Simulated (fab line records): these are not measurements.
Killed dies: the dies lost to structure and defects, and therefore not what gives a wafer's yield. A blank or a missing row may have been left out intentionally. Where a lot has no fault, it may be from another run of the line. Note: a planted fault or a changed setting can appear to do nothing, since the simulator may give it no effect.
Comparing a struck lot with a sound one + flow n5_finfet + 38 steps out of a route of 1938
Sound: these wafers, L300.1, L300.2, L300.4. Struck: wafer L298.5 (left out: L298.1, L298.6 of the same lot, which were not struck); the cause appears at the end.
Per side, at each step with rows, come the tool, then ch with its chambers, and then its first start. Under that, the readings that differ: sound wafers + struck wafers + difference of the means + sigmas: that difference in standard deviations of wafers without a fault.
alike: words and numbers the same on both sides, and readings whose means are apart by under 2 such deviations; not compared: readings that were withheld, readings missing a value for some wafer, numbers with overlapping values and no deviation given by the record, and bounds like >300 which may hide the same value.
A row with sigmas, a row that says differs or no value, or rows on one side alone: a step with any of these is where the two part. Numbers that don't overlap but have no deviation are shown without sigmas and don't part them. A reading that every wafer of one side lacks parts them only if that side has two wafers or more.

first, 9 steps without rows for these wafers: N5_BEOL_M13_SOFTBAKE_23 (time 60 s); N5_BEOL_M13_EXPOSE_25 (exposes mask M13, target cd 210 nm); N5_BEOL_M13_PEB_26 (peb time 90 s); N5_BEOL_M13_DEVELOP_27 (develop time 45 s); N5_BEOL_M13_HARDBAKE_32 (time 120 s); N5_BEOL_M13_DESCUM_33 (chemistry O2, time 7.9 s); N5_BEOL_M13_ETCH_67 (etches SiARC in CF4, target depth 143 nm, time 238.3 s); N5_BEOL_M13_ETCH_68 (etches SOC in N2/H2, time 355 s); N5_BEOL_M13_STRIP_69 (strips in N2/H2).
N5_BEOL_M13_TRENCH_ETCH_34: etches SiOC in C4F8/O2/Ar, target depth 413.47 nm, time 162.6 s.
  sound on rie_diel-04 ch 0,1, day 17 15:35; struck on rie_diel-03 ch 1, day 16 15:41
| reading                  | sound             | struck | difference | sigmas |
|--------------------------|-------------------|--------|------------|--------|
| model.etch.depth_nm (nm) | 416.2 424.9 415.7 | 363.4  | -55.5      |        |
  alike: O2_flow_sccm, chamber_pressure_mTorr, drypump_motor_current_A, oes_product_au, rf_vpp_V, showerhead_plenum_p_Torr, throttle_valve_pct
  not compared: rf_hours_counter_h
then, 1 step without rows for these wafers: N5_BEOL_M13_STRIP_70 (strips in C4F8/O2/Ar).
N5_BEOL_M13_OCD_MEAS_35:
  sound on ocd-02, day 17 15:46; struck on ocd-02, day 16 15:51
| reading              | sound       | struck | difference | sigmas |
|----------------------|-------------|--------|------------|--------|
| trench_depth_nm (nm) | 416 426 416 | 363    | -56        | -8     |
then, 11 steps without rows for these wafers: N5_BEOL_M13_STRIP_37 (strips in N2/H2); N5_BEOL_M13_ETCH_38 (etches SiCN in CF4/N2, target depth 67.5 nm, time 71.9 s); N5_BEOL_M13_PRECLEAN_39 (cleans in residue remover, time 60 s); N5_BEOL_M13_SRD_40 (time 30 s, dry time 30 s); N5_BEOL_M13_DEGAS_41 (time 60 s); N5_BEOL_M13_PRE_CLEAN_42 (time 30 s); N5_BEOL_M13_SPUTTER_43 (material TaN, target thk 15 nm, time 24.19 s); N5_BEOL_M13_SPUTTER_44 (material Ta, target thk 10 nm, time 16.13 s); N5_BEOL_M13_SPUTTER_45 (material Cu, target thk 80 nm, time 13.33 s); N5_BEOL_M13_ECD_47 (material Cu, target thk 936 nm); N5_BEOL_M13_ANNEAL_48 (time 90 s).
N5_BEOL_M13_CMP_49: polishes, stops on SiOC, t overpolish 17.1 s, target thk 420 nm.
  sound on cmp-03 ch 0,1,3, day 17 17:45; struck on cmp-02 ch 0, day 16 17:08
| reading                                 | sound             | struck | difference | sigmas |
|-----------------------------------------|-------------------|--------|------------|--------|
| model.Cu_of_BEOL_M13_ECD_47.thk_nm (nm) | 423.2 430.2 421.4 | 370.6  | -54.3      |        |
  alike: barrier_field_endpoint_s, motor_current_A, overpolish_run_s
N5_BEOL_M13_THK_MEAS_50: measures by xrf.
  sound on film_metro-02, day 17 18:02; struck on film_metro-01, day 16 17:23
| reading      | sound       | struck | difference | sigmas |
|--------------|-------------|--------|------------|--------|
| M13_THK (nm) | 426 432 425 | 369    | -59        | -8     |
then, 2 steps without rows for these wafers: N5_BEOL_M13_PRE_CLEAN_52 (time 15 s); N5_BEOL_M13_DEP_53 (deposits SiCN from 3MS/NH3, target thk 50 nm, time 17.8 s).
N5_BEOL_M13_RS_MEAS_54: measures by four-point-probe.
  sound on film_metro-02, day 17 18:12; struck on film_metro-01, day 16 17:31
| reading         | sound                | struck | difference | sigmas |
|-----------------|----------------------|--------|------------|--------|
| M13_RS (ohm/sq) | 0.0446 0.0439 0.0449 | 0.0511 | +0.0066    | +9     |
then, 9 steps without rows for these wafers: N5_BEOL_M14_ILD_DEP_00 (deposits SiO2 from TEOS/O2, target thk 1119.3 nm, time 237.4 s); N5_BEOL_M14_COAT_58 (time 60 s, resist thk 89 nm); N5_BEOL_M14_COAT_04 (resist thk 800 nm); N5_BEOL_M14_EBR_06; N5_BEOL_M14_SOFTBAKE_05 (time 60 s); N5_BEOL_M14_EXPOSE_07 (exposes mask V13); N5_BEOL_M14_PEB_08 (peb time 90 s); N5_BEOL_M14_DEVELOP_09 (develop time 45 s); N5_BEOL_M14_HARDBAKE_14 (time 120 s).
N5_BEOL_M15_RC_MEAS_101:
  sound on prober-01 ch 0, day 18 11:25; struck on prober-02 ch 0, day 17 09:59
| reading                    | sound                   | struck  | difference | sigmas |
|----------------------------|-------------------------|---------|------------|--------|
| COMB_M14 (S/m)             | 4.1e-12 4.1e-12 5.4e-12 | 2.7e-12 | -1.8e-12   | -2     |
| SERP_M13 (ohm/um)          | 0.306 0.298 0.309       | 0.355   | +0.051     | +8     |
| SERP_M13_max_site (ohm/um) | 0.308 0.301 0.314       | 0.362   | +0.054     | +8     |
| SERP_M14 (ohm/um)          | 0.159 0.158 0.157       | 0.172   | +0.014     | +3     |
  alike: etest_temp_c, COMB_M10, COMB_M11, COMB_M12, COMB_M15, COMB_M5, COMB_M6, COMB_M7, COMB_M8, COMB_M9, SERP_M10, SERP_M10_max_site, SERP_M11, SERP_M12, SERP_M5, SERP_M6, SERP_M7, SERP_M8, SERP_M9

## WHERE THEY PART
At N5_BEOL_M13_OCD_MEAS_35 first; at N5_BEOL_M15_RC_MEAS_101 last (within this record only).

WHY: what had been put in by the simulator
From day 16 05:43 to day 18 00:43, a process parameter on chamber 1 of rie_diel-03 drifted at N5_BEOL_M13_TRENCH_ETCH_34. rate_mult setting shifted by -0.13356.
